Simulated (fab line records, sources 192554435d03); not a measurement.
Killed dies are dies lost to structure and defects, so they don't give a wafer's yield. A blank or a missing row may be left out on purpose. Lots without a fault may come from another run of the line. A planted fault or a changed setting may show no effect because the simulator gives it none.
Chamber matching | flow n5_finfet | N5_FIN_SAQP_PECVD_48 on pecvd-03: 3 sister chambers
The step deposits SiNx from SiH4/NH3/N2, target thk 25 nm, time 22.1 s. 20 wafers are shown with their chamber, then 10 later ones without.

WAFERS WITH THEIR CHAMBER
wafer  | chamber | throttle_valve_pct (%) | heater_power_w (W) | showerhead_vpp_V (V)
L076.1 | 1       | 42.0                   | 741                | 1018
L076.2 | 0       | 40.1                   | 710                | 1015
L076.4 | 1       | 42.2                   | 744                | 1038
L077.1 | 1       | 42.1                   | 770                | 1036
L077.2 | 0       | 40.3                   | 701                | 1028
L077.5 | 0       | 40.0                   | 702                | 1025
L079.1 | 2       | 37.0                   | 591                | 1086
L079.2 | 0       | 40.3                   | 740                | 1035
L079.6 | 0       | 40.1                   | 740                | 1000
L080.1 | 2       | 37.0                   | 579                | 1094
L080.2 | 1       | 42.4                   | 783                | 1021
L080.4 | 1       | 41.9                   | 772                | 1015
L082.1 | 1       | 41.9                   | 786                | 1022
L082.2 | 0       | 40.3                   | 670                | 1024
L082.6 | 0       | 40.1                   | 684                | 1025
L086.1 | 1       | 42.1                   | 696                | 1012
L086.4 | 0       | 40.3                   | 722                | 1025
L086.5 | 2       | 37.4                   | 607                | 1076
L087.1 | 2       | 37.6                   | 566                | 1080
L087.4 | 1       | 42.1                   | 756                | 1037

SIGNATURES (means of the wafers above)
reading            | chamber 0 | chamber 1 | chamber 2 | scatter within a chamber
throttle_valve_pct | 40.188    | 42.087    | 37.250    | 0.183
heater_power_w     | 708.62    | 756.00    | 585.75    | 25.8
showerhead_vpp_V   | 1022.12   | 1024.88   | 1084.00   | 10.1
Rule: a wafer's distance from a chamber is the root of the sum, over the readings, of the square of ((its reading less the chamber's mean) divided by the reading's scatter). The wafer belongs to the nearest chamber; if the next one is less than 2 further off, it can't be placed. The scatter: the root of (the sum of the squares of (reading less its chamber's mean) over the shown wafers, divided by (wafers less chambers)).

WAFERS WITHOUT THEIR CHAMBER
wafer  | throttle_valve_pct (%) | heater_power_w (W) | showerhead_vpp_V (V)
L087.5 | 40.4                   | 763                | 1023
L089.3 | 37.6                   | 617                | 1088
L089.4 | 37.6                   | 599                | 1079
L089.6 | 40.1                   | 672                | 1010
L090.4 | 42.3                   | 783                | 1035
L090.5 | 37.5                   | 678                | 1094
L090.6 | 40.3                   | 766                | 1026
L093.1 | 37.7                   | 676                | 1086
L093.5 | 41.8                   | 797                | 1037
L093.6 | 40.3                   | 702                | 1017

WHICH CHAMBER EACH WENT THROUGH
wafer  | from the rows above | in truth
L087.5 | 0                   | 0
L089.3 | 2                   | 2
L089.4 | 2                   | 2
L089.6 | 0                   | 0
L090.4 | 1                   | 1
L090.5 | 2                   | 2
L090.6 | 0                   | 0
L093.1 | 2                   | 2
L093.5 | 1                   | 1
L093.6 | 0                   | 0
Placed correctly: 10 of 10. Can't be placed from these rows: 0. Placed wrongly: 0.
